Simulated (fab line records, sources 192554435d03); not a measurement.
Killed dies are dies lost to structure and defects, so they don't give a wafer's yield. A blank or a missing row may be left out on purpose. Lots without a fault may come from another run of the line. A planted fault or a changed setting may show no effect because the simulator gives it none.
Chamber matching | flow n5_finfet | N5_BEOL_M9_STRIP_36 on rie_diel-02: 4 sister chambers
The step strips in N2/H2. 14 wafers are shown with their chamber, then 7 later ones without.

WAFERS WITH THEIR CHAMBER
wafer  | chamber | throttle_valve_pct (%) | drypump_motor_current_A (A) | showerhead_plenum_p_Torr (Torr)
L079.3 | 0       | 23.9                   | 6.0                         | 2.49
L079.4 | 1       | 23.3                   | 5.9                         | 2.45
L079.6 | 1       | 23.2                   | 5.9                         | 2.45
L080.1 | 1       | 23.3                   | 5.9                         | 2.45
L080.2 | 0       | 23.9                   | 6.0                         | 2.49
L080.6 | 1       | 23.3                   | 5.9                         | 2.45
L082.2 | 3       | 24.0                   | 5.1                         | 2.42
L082.4 | 0       | 23.9                   | 6.0                         | 2.49
L082.6 | 1       | 23.3                   | 5.9                         | 2.45
L088.2 | 3       | 24.0                   | 5.0                         | 2.41
L088.3 | 1       | 23.3                   | 5.9                         | 2.44
L088.5 | 1       | 23.3                   | 5.9                         | 2.44
L092.2 | 2       | 23.4                   | 5.7                         | 2.51
L092.5 | 3       | 24.0                   | 5.1                         | 2.41

SIGNATURES (means of the wafers above)
reading                  | chamber 0 | chamber 1 | chamber 2 | chamber 3 | scatter within a chamber
throttle_valve_pct       | 23.900    | 23.286    | 23.400    | 24.000    | 0.0293
drypump_motor_current_A  | 6.000     | 5.900     | 5.700     | 5.067     | 0.0258
showerhead_plenum_p_Torr | 2.4900    | 2.4471    | 2.5100    | 2.4133    | 0.00458
Rule: a wafer's distance from a chamber is the root of the sum, over the readings, of the square of ((its reading less the chamber's mean) divided by the reading's scatter). The wafer belongs to the nearest chamber; if the next one is less than 2 further off, it can't be placed. The scatter: the root of (the sum of the squares of (reading less its chamber's mean) over the shown wafers, divided by (wafers less chambers)).

WAFERS WITHOUT THEIR CHAMBER
wafer  | throttle_valve_pct (%) | drypump_motor_current_A (A) | showerhead_plenum_p_Torr (Torr)
L092.6 | 23.4                   | 5.8                         | 2.51
L094.4 | 24.0                   | 5.0                         | 2.41
L094.5 | 24.0                   | 5.0                         | 2.41
L094.6 | 23.9                   | 6.0                         | 2.48
L095.1 | 23.4                   | 5.8                         | 2.50
L095.5 | 23.4                   | 5.8                         | 2.50
L095.6 | 23.3                   | 5.9                         | 2.43

WHICH CHAMBER EACH WENT THROUGH
wafer  | from the rows above | in truth
L092.6 | 2                   | 2
L094.4 | 3                   | 3
L094.5 | 3                   | 3
L094.6 | 0                   | 0
L095.1 | 2                   | 2
L095.5 | 2                   | 2
L095.6 | 1                   | 1
Placed correctly: 7 of 7. Can't be placed from these rows: 0. Placed wrongly: 0.
